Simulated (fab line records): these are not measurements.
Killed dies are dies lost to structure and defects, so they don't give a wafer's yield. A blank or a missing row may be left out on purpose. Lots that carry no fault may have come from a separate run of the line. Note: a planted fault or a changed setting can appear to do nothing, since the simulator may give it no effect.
Which of the tools did it? | flow n5_finfet | Sampling: 10 lots, 30 wafers, 3 of 1938 route steps

== WHAT THE GAUGES SHOWED, per wafer ==
N5_BEOL_M4_RC_MEAS_101. Usual: DIBL_N 36.3 mV/V, standard deviation 1.2; DIBL_P 36.3 mV/V, standard deviation 1.4; IOFF_N 0.157 nA/um, standard deviation 0.02; IOFF_P 0.22 nA/um, standard deviation 0.033; ION_N 675 uA/um, standard deviation 9.6; ION_P 465 uA/um, standard deviation 8.2; SS_N 71.4 mV/dec, standard deviation 0.45; SS_P 73.3 mV/dec, standard deviation 0.54; VT_N 249.8 mV, standard deviation 2.5; VT_P -249 mV, standard deviation 3.2.
lot  | measured     | on        | DIBL_N (mV/V)  | DIBL_P (mV/V)  | IOFF_N (nA/um)    | IOFF_P (nA/um) | ION_N (uA/um) | ION_P (uA/um) | SS_N (mV/dec)  | SS_P (mV/dec)  | VT_N (mV)         | VT_P (mV)      | flag
L165 | day 9 23:38  | prober-01 | 36.5 37.5 36.6 | 35.2 37.4 34.6 | 0.145 0.176 0.138 | 0.20 0.24 0.19 | 677 690 674   | 465 477 460   | 71.7 71.7 71.2 | 73.1 73.4 73.4 | 253.5 246.0 252.7 | -251 -247 -251 |
L169 | day 10 18:29 | prober-02 | 37.6 35.8 35.3 | 37.5 34.8 34.3 | 0.184 0.135 0.135 | 0.22 0.17 0.17 | 686 662 664   | 470 449 458   | 71.3 71.1 71.0 | 73.1 72.5 72.0 | 244.6 250.2 251.1 | -247 -251 -251 |
L173 | day 11 23:50 | prober-01 | 37.4 36.5 36.8 | 38.4 36.9 36.2 | 0.177 0.157 0.153 | 0.21 0.18 0.18 | 680 669 665   | 462 459 451   | 72.0 71.7 72.0 | 73.6 73.1 73.3 | 248.5 249.4 250.3 | -253 -253 -254 |
L174 | day 12 05:26 | prober-01 | 37.2 35.8 36.2 | 37.3 36.4 36.6 | 0.182 0.173 0.173 | 0.25 0.24 0.23 | 680 680 677   | 475 472 465   | 71.3 71.3 71.1 | 73.5 73.9 72.8 | 248.5 249.2 247.7 | -246 -245 -246 |
L176 | day 12 12:53 | prober-02 | 37.1 36.4 34.7 | 37.0 36.4 34.0 | 0.156 0.154 0.120 | 0.22 0.21 0.18 | 666 671 660   | 459 457 453   | 71.4 72.1 70.6 | 74.0 73.0 73.4 | 250.1 252.0 254.0 | -249 -251 -253 |
L180 | day 13 11:45 | prober-01 | 35.0 35.9 35.8 | 33.2 34.8 34.6 | 0.123 0.141 0.130 | 0.15 0.17 0.17 | 654 665 650   | 443 450 442   | 70.7 71.5 71.2 | 73.8 73.9 73.9 | 256.3 254.5 257.1 | -256 -258 -256 |
L181 | day 13 12:34 | prober-02 | 35.0 35.4 34.6 | 35.5 36.4 35.6 | 0.126 0.127 0.115 | 0.18 0.19 0.18 | 653 661 658   | 459 460 459   | 70.5 71.3 70.8 | 72.8 73.2 73.1 | 254.0 254.7 254.7 | -251 -251 -252 |
L184 | day 13 19:12 | prober-01 | 35.7 37.4 36.5 | 36.1 37.9 36.6 | 0.147 0.182 0.170 | 0.25 0.28 0.26 | 673 675 667   | 469 473 464   | 71.2 71.5 71.8 | 73.3 74.0 73.9 | 249.2 246.1 247.4 | -246 -245 -246 |
L182 | day 13 20:59 | prober-02 | 38.3 37.7 38.1 | 38.4 38.6 38.6 | 0.206 0.195 0.199 | 0.26 0.26 0.26 | 675 675 692   | 463 467 474   | 72.1 72.2 71.5 | 74.6 73.5 73.9 | 247.8 247.5 244.4 | -247 -249 -245 |
L183 | day 14 03:20 | prober-02 | 37.2 37.1 35.9 | 37.3 36.7 34.6 | 0.186 0.174 0.154 | 0.26 0.25 0.22 | 691 683 689   | 481 473 474   | 71.4 71.6 70.7 | 74.0 74.1 73.9 | 247.1 249.6 253.2 | -246 -247 -250 |

N5_BEOL_M12_OCD_MEAS_35. Usual: trench_depth_nm 318 nm, standard deviation 4.2.
lot  | measured     | on     | trench_depth_nm (nm) | flag
L165 | day 12 16:10 | ocd-02 | 311 319 320          |
L169 | day 13 19:46 | ocd-02 | 327 322 322          |
L173 | day 14 18:06 | ocd-01 | 313 316 320          |
L174 | day 15 00:53 | ocd-01 | 320 322 327          |
L176 | day 15 03:04 | ocd-02 | 316 315 313          |
L180 | day 16 04:02 | ocd-02 | 313 314 314          |
L181 | day 16 06:55 | ocd-02 | 316 315 319          |
L184 | day 16 09:37 | ocd-01 | 323 322 320          |
L182 | day 16 18:13 | ocd-01 | 321 320 321          |
L183 | day 16 17:28 | ocd-02 | 326 319 319          |

== WHICH TOOL RAN EACH LOT (tool, then ch and the chambers of the sampled wafers, then the start) ==
lot  | N5_BEOL_M12_TRENCH_ETCH_34
L165 | rie_diel-06 ch 0,2,3, day 12 16:01
L169 | rie_diel-01 ch 0,1,3, day 13 19:37
L173 | rie_diel-01 ch 2,3, day 14 17:56
L174 | rie_diel-01 ch 0,2,3, day 15 00:43
L176 | rie_diel-06 ch 0,1,3, day 15 02:55
L180 | rie_diel-06 ch 0,1, day 16 03:53
L181 | rie_diel-06 ch 0,1,3, day 16 06:46
L184 | rie_diel-01 ch 0,1, day 16 09:27
L182 | rie_diel-01 ch 0,1,2, day 16 18:04
L183 | rie_diel-03 ch 0,1,2, day 16 17:18
- N5_BEOL_M12_TRENCH_ETCH_34: etches SiOC in C4F8/O2/Ar, target depth 318.95 nm, time 125.5 s.

== AS READ BY THE TOOLS THEMSELVES (means over the sampled wafers that have a number; for cases with no such wafer, the mark the record gives instead) ==
N5_BEOL_M12_TRENCH_ETCH_34. Usual: drypump_motor_current_A 5.8 A, standard deviation 0.44; he_outer_torr 30.00 Torr, standard deviation 0.069; oes_product_au 0.77 a.u., standard deviation 0.064; rf_vpp_V 665.4 V, standard deviation 2.7; showerhead_plenum_p_Torr 3.42 Torr, standard deviation 0.093; throttle_valve_pct 24.3 %, standard deviation 0.33.
lot  | tool        | drypump_motor_current_A (A) | he_outer_torr (Torr) | oes_product_au (a.u.) | rf_vpp_V (V) | showerhead_plenum_p_Torr (Torr) | throttle_valve_pct (%) | flag
L165 | rie_diel-06 | 6.0                         | 30.02                | 0.75                  | 665.9        | 3.42                            | 24.4                   |
L169 | rie_diel-01 | 5.7                         | 30.03                | 0.82                  | 663.2        | 3.36                            | 24.0                   |
L173 | rie_diel-01 | 6.0                         | 29.98                | 0.73                  | 666.1        | 3.45                            | 24.2                   |
L174 | rie_diel-01 | 5.8                         | 30.02                | 0.78                  | 664.3        | 3.38                            | 24.3                   |
L176 | rie_diel-06 | 5.7                         | 29.99                | 0.76                  | 664.2        | 3.37                            | 24.3                   |
L180 | rie_diel-06 | 5.8                         | 30.06                | 0.72                  | 663.4        | 3.36                            | 24.4                   |
L181 | rie_diel-06 | 5.7                         | 30.06                | 0.75                  | 664.2        | 3.37                            | 24.3                   |
L184 | rie_diel-01 | 5.5                         | 29.96                | 0.77                  | 664.6        | 3.38                            | 24.2                   |
L182 | rie_diel-01 | 5.6                         | 29.94                | 0.84                  | 664.6        | 3.41                            | 24.2                   |
L183 | rie_diel-03 | 5.8                         | 29.98                | 0.82                  | 668.3        | 3.53                            | 24.2                   |

== THE ANSWER, worked out from the rows above alone ==
Rule: a lot counts as off when the mean over its wafers that have a number is more than 3 standard deviations away from the usual mean. A lot without any number at a reading at which 4 lots or more have one is off too. The other lots that the step has rows for count as sound. First the gauges in route order, then the tools' own readings, where a lot's mean is used as printed above. At the first step where some lot is off, the reading lying furthest off is the one used; lots without a number count as furthest.
Across all readings shown, no lot is off: no conclusion can be drawn from this.

== WHAT THE SIMULATOR HAD PUT IN ==
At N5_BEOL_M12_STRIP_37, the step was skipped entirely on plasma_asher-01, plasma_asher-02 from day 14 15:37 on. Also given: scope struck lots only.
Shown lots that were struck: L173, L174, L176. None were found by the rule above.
